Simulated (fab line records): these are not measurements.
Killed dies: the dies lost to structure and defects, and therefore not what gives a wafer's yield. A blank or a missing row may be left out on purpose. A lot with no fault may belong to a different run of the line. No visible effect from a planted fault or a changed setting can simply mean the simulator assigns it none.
Chamber matching + flow nand_harc + rie_si-01 running NHARC_A_ZERO_WELL_ETCH_13: 4 sister chambers
The step etches the open film in HBr/Cl2, target depth 120 nm, time 40.1 s. 4 wafers are shown with their chamber, then 7 later ones without.

## WAFERS, EACH WITH ITS CHAMBER
| wafer  | chamber | oes_product_au (a.u.) |
|--------|---------|-----------------------|
| L967.2 | 3       | 1.005                 |
| L967.5 | 0       | 0.991                 |
| L969.1 | 2       | 1.018                 |
| L969.2 | 1       | 0.995                 |

## WAFERS MISSING THEIR CHAMBER
| wafer  | oes_product_au (a.u.) |
|--------|-----------------------|
| L969.3 | 0.990                 |
| L973.1 | 0.994                 |
| L973.3 | 1.011                 |
| L973.5 | 0.982                 |
| L975.1 | 1.019                 |
| L975.3 | 0.992                 |
| L975.4 | 1.008                 |

## THE CHAMBER EACH PASSED THROUGH
| wafer  | from the rows above     | in truth |
|--------|-------------------------|----------|
| L969.3 | can't be placed: 0 or 1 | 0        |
| L973.1 | can't be placed: 1 or 0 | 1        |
| L973.3 | can't be placed: 3 or 2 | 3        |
| L973.5 | can't be placed: 0 or 1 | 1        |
| L975.1 | 2                       | 2        |
| L975.3 | can't be placed: 0 or 1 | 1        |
| L975.4 | can't be placed: 3 or 2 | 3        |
Correct placement for 1 of the 7. These rows do not allow placing 6 (true chamber among the candidates in 6). Wrongly placed: 0.
How it was worked out, from the rows above alone: a wafer's distance from a chamber is the root of the sum, over the readings, of the square of ((its reading less the chamber's mean) divided by the reading's scatter). If the next closest chamber is less than 2 further off than the closest, the wafer can't be placed; otherwise it belongs to the closest. For every chamber, the mean is computed from those of its wafers that are shown. The scatter (one wafer shown for each chamber): square how far every hidden wafer sits from the nearest shown wafer, average those squares and take the square root.
